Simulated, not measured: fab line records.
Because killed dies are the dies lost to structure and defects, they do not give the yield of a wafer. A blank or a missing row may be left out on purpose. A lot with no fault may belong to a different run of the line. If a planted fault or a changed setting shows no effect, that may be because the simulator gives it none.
Which tool was responsible? / flow n5_finfet / Sampling: 24 lots, 72 wafers, 3 of 1938 route steps

## WHAT THE GAUGES READ, wafer by wafer
N5_BEOL_M14_INSPECT_30: inspects for defects (macro).
lot=L074; measured=day 12 21:59; on=defect_inspect-02; raw_defect_count=3 2 3
lot=L076; measured=day 13 10:35; on=defect_inspect-01; raw_defect_count=4 2 0
lot=L075; measured=day 13 11:11; on=defect_inspect-01; raw_defect_count=2 2 1
lot=L078; measured=day 14 01:51; on=defect_inspect-01; raw_defect_count=1 0 3
lot=L080; measured=day 14 02:20; on=defect_inspect-02; raw_defect_count=2 2 1
lot=L081; measured=day 14 02:30; on=defect_inspect-02; raw_defect_count=2 1 4
lot=L079; measured=day 14 05:38; on=defect_inspect-01; raw_defect_count=1 2 3
lot=L077; measured=day 14 07:00; on=defect_inspect-02; raw_defect_count=1 1 3
lot=L083; measured=day 14 23:28; on=defect_inspect-02; raw_defect_count=4 4 0
lot=L082; measured=day 15 00:29; on=defect_inspect-01; raw_defect_count=0 1 4
lot=L084; measured=day 15 05:56; on=defect_inspect-01; raw_defect_count=4 0 3
lot=L086; measured=day 15 11:53; on=defect_inspect-01; raw_defect_count=3 4 1
lot=L085; measured=day 15 15:31; on=defect_inspect-01; raw_defect_count=1 3 4
lot=L089; measured=day 15 20:35; on=defect_inspect-02; raw_defect_count=3 1 2
lot=L087; measured=day 15 23:53; on=defect_inspect-02; raw_defect_count=1 1 1
lot=L088; measured=day 16 10:55; on=defect_inspect-02; raw_defect_count=3 1 2
lot=L090; measured=day 16 22:22; on=defect_inspect-02; raw_defect_count=1 2 1
lot=L092; measured=day 16 23:23; on=defect_inspect-02; raw_defect_count=1 2 2
lot=L091; measured=day 16 23:55; on=defect_inspect-01; raw_defect_count=0 2 2
lot=L093; measured=day 17 01:37; on=defect_inspect-01; raw_defect_count=2 1 1
lot=L094; measured=day 17 13:01; on=defect_inspect-01; raw_defect_count=1 1 0
lot=L095; measured=day 18 07:34; on=defect_inspect-01; raw_defect_count=3 2 3
lot=L096; measured=day 18 10:42; on=defect_inspect-02; raw_defect_count=4 2 2
lot=L097; measured=day 19 08:52; on=defect_inspect-01; raw_defect_count=0 2 2

## WHICH TOOL RAN EACH LOT (tool, then ch and the chambers of the sampled wafers, then the start)
lot=L074; N5_BEOL_M13_PRE_CLEAN_42=pvd_sputter-02, day 12 18:56; N5_BEOL_M13_SPUTTER_44=pvd_sputter-02, day 12 19:04
lot=L076; N5_BEOL_M13_PRE_CLEAN_42=pvd_sputter-01, day 13 07:50; N5_BEOL_M13_SPUTTER_44=pvd_sputter-01, day 13 07:57
lot=L075; N5_BEOL_M13_PRE_CLEAN_42=pvd_sputter-03, day 13 07:59; N5_BEOL_M13_SPUTTER_44=pvd_sputter-03, day 13 08:07
lot=L078; N5_BEOL_M13_PRE_CLEAN_42=pvd_sputter-02, day 13 23:05; N5_BEOL_M13_SPUTTER_44=pvd_sputter-02, day 13 23:12
lot=L080; N5_BEOL_M13_PRE_CLEAN_42=pvd_sputter-01, day 13 23:06; N5_BEOL_M13_SPUTTER_44=pvd_sputter-01, day 13 23:13
lot=L081; N5_BEOL_M13_PRE_CLEAN_42=pvd_sputter-02, day 13 23:29; N5_BEOL_M13_SPUTTER_44=pvd_sputter-02, day 13 23:36
lot=L079; N5_BEOL_M13_PRE_CLEAN_42=pvd_sputter-02, day 14 02:48; N5_BEOL_M13_SPUTTER_44=pvd_sputter-02, day 14 02:55
lot=L077; N5_BEOL_M13_PRE_CLEAN_42=pvd_sputter-02, day 14 03:48; N5_BEOL_M13_SPUTTER_44=pvd_sputter-02, day 14 03:55
lot=L083; N5_BEOL_M13_PRE_CLEAN_42=pvd_sputter-01, day 14 20:07; N5_BEOL_M13_SPUTTER_44=pvd_sputter-01, day 14 20:14
lot=L082; N5_BEOL_M13_PRE_CLEAN_42=pvd_sputter-01, day 14 21:41; N5_BEOL_M13_SPUTTER_44=pvd_sputter-01, day 14 21:49
lot=L084; N5_BEOL_M13_PRE_CLEAN_42=pvd_sputter-02, day 15 02:08; N5_BEOL_M13_SPUTTER_44=pvd_sputter-02, day 15 02:15
lot=L086; N5_BEOL_M13_PRE_CLEAN_42=pvd_sputter-01, day 15 08:43; N5_BEOL_M13_SPUTTER_44=pvd_sputter-01, day 15 08:50
lot=L085; N5_BEOL_M13_PRE_CLEAN_42=pvd_sputter-02, day 15 11:55; N5_BEOL_M13_SPUTTER_44=pvd_sputter-02, day 15 12:02
lot=L089; N5_BEOL_M13_PRE_CLEAN_42=pvd_sputter-03, day 15 16:27; N5_BEOL_M13_SPUTTER_44=pvd_sputter-03, day 15 16:34
lot=L087; N5_BEOL_M13_PRE_CLEAN_42=pvd_sputter-03, day 15 20:10; N5_BEOL_M13_SPUTTER_44=pvd_sputter-03, day 15 20:17
lot=L088; N5_BEOL_M13_PRE_CLEAN_42=pvd_sputter-03, day 16 07:57; N5_BEOL_M13_SPUTTER_44=pvd_sputter-03, day 16 08:04
lot=L090; N5_BEOL_M13_PRE_CLEAN_42=pvd_sputter-02, day 16 19:25; N5_BEOL_M13_SPUTTER_44=pvd_sputter-02, day 16 19:32
lot=L092; N5_BEOL_M13_PRE_CLEAN_42=pvd_sputter-01, day 16 19:51; N5_BEOL_M13_SPUTTER_44=pvd_sputter-01, day 16 19:58
lot=L091; N5_BEOL_M13_PRE_CLEAN_42=pvd_sputter-01, day 16 20:15; N5_BEOL_M13_SPUTTER_44=pvd_sputter-01, day 16 20:22
lot=L093; N5_BEOL_M13_PRE_CLEAN_42=pvd_sputter-03, day 16 22:14; N5_BEOL_M13_SPUTTER_44=pvd_sputter-03, day 16 22:22
lot=L094; N5_BEOL_M13_PRE_CLEAN_42=pvd_sputter-01, day 17 09:19; N5_BEOL_M13_SPUTTER_44=pvd_sputter-01, day 17 09:26
lot=L095; N5_BEOL_M13_PRE_CLEAN_42=pvd_sputter-02, day 18 04:29; N5_BEOL_M13_SPUTTER_44=pvd_sputter-02, day 18 04:36
lot=L096; N5_BEOL_M13_PRE_CLEAN_42=pvd_sputter-01, day 18 07:52; N5_BEOL_M13_SPUTTER_44=pvd_sputter-01, day 18 07:59
lot=L097; N5_BEOL_M13_PRE_CLEAN_42=pvd_sputter-01, day 19 05:28; N5_BEOL_M13_SPUTTER_44=pvd_sputter-01, day 19 05:35
- N5_BEOL_M13_PRE_CLEAN_42: time 30 s.
- N5_BEOL_M13_SPUTTER_44: material Ta, target thk 10 nm, time 16.13 s.

## AS READ BY THE TOOLS THEMSELVES (means over the sampled wafers that have a number; for cases with no such wafer, the mark the record gives instead)
N5_BEOL_M13_PRE_CLEAN_42.
lot=L074; tool=pvd_sputter-02; heater_power_w (W)=355
lot=L076; tool=pvd_sputter-01; heater_power_w (W)=303
lot=L075; tool=pvd_sputter-03; heater_power_w (W)=329
lot=L078; tool=pvd_sputter-02; heater_power_w (W)=340
lot=L080; tool=pvd_sputter-01; heater_power_w (W)=319
lot=L081; tool=pvd_sputter-02; heater_power_w (W)=339
lot=L079; tool=pvd_sputter-02; heater_power_w (W)=345
lot=L077; tool=pvd_sputter-02; heater_power_w (W)=341
lot=L083; tool=pvd_sputter-01; heater_power_w (W)=317
lot=L082; tool=pvd_sputter-01; heater_power_w (W)=316
lot=L084; tool=pvd_sputter-02; heater_power_w (W)=325
lot=L086; tool=pvd_sputter-01; heater_power_w (W)=328
lot=L085; tool=pvd_sputter-02; heater_power_w (W)=352
lot=L089; tool=pvd_sputter-03; heater_power_w (W)=333
lot=L087; tool=pvd_sputter-03; heater_power_w (W)=324
lot=L088; tool=pvd_sputter-03; heater_power_w (W)=328
lot=L090; tool=pvd_sputter-02; heater_power_w (W)=352
lot=L092; tool=pvd_sputter-01; heater_power_w (W)=325
lot=L091; tool=pvd_sputter-01; heater_power_w (W)=315
lot=L093; tool=pvd_sputter-03; heater_power_w (W)=336
lot=L094; tool=pvd_sputter-01; heater_power_w (W)=321
lot=L095; tool=pvd_sputter-02; heater_power_w (W)=340
lot=L096; tool=pvd_sputter-01; heater_power_w (W)=319
lot=L097; tool=pvd_sputter-01; heater_power_w (W)=340

N5_BEOL_M13_SPUTTER_44.
lot=L074; tool=pvd_sputter-02; throttle_valve_pct (%)=30.4
lot=L076; tool=pvd_sputter-01; throttle_valve_pct (%)=31.5
lot=L075; tool=pvd_sputter-03; throttle_valve_pct (%)=30.0
lot=L078; tool=pvd_sputter-02; throttle_valve_pct (%)=30.4
lot=L080; tool=pvd_sputter-01; throttle_valve_pct (%)=31.4
lot=L081; tool=pvd_sputter-02; throttle_valve_pct (%)=30.3
lot=L079; tool=pvd_sputter-02; throttle_valve_pct (%)=30.3
lot=L077; tool=pvd_sputter-02; throttle_valve_pct (%)=30.4
lot=L083; tool=pvd_sputter-01; throttle_valve_pct (%)=31.2
lot=L082; tool=pvd_sputter-01; throttle_valve_pct (%)=31.2
lot=L084; tool=pvd_sputter-02; throttle_valve_pct (%)=30.3
lot=L086; tool=pvd_sputter-01; throttle_valve_pct (%)=30.7
lot=L085; tool=pvd_sputter-02; throttle_valve_pct (%)=30.3
lot=L089; tool=pvd_sputter-03; throttle_valve_pct (%)=29.9
lot=L087; tool=pvd_sputter-03; throttle_valve_pct (%)=30.4
lot=L088; tool=pvd_sputter-03; throttle_valve_pct (%)=30.1
lot=L090; tool=pvd_sputter-02; throttle_valve_pct (%)=30.5
lot=L092; tool=pvd_sputter-01; throttle_valve_pct (%)=30.8
lot=L091; tool=pvd_sputter-01; throttle_valve_pct (%)=31.3
lot=L093; tool=pvd_sputter-03; throttle_valve_pct (%)=29.8
lot=L094; tool=pvd_sputter-01; throttle_valve_pct (%)=31.4
lot=L095; tool=pvd_sputter-02; throttle_valve_pct (%)=30.4
lot=L096; tool=pvd_sputter-01; throttle_valve_pct (%)=30.7
lot=L097; tool=pvd_sputter-01; throttle_valve_pct (%)=30.6

## THE ANSWER, worked out from the rows above alone
Rule: what is usual is taken from the lots themselves. Put in order of their means at a reading, lots are off if they are a third of the lots or fewer, leave a main group of 4 or more, and stand apart from it by a gap of 3 or more times the standard deviation of the main group's means; of several such gaps the widest counts. The tables above print the reading to a certain number of digits; a main group whose means all agree to those digits is not used. Also off: a lot with no number at a reading for which 4 or more lots have one. Any other lot the step has rows for is counted as sound. First the gauges in route order, then the tools' own readings, where a lot's mean is used as printed above. At the first step where some lot is off, the reading lying furthest off is the one used; lots without a number count as furthest.
None of the lots is off at any reading shown; this tells nothing.

## WHAT THE SIMULATOR HAD INSERTED
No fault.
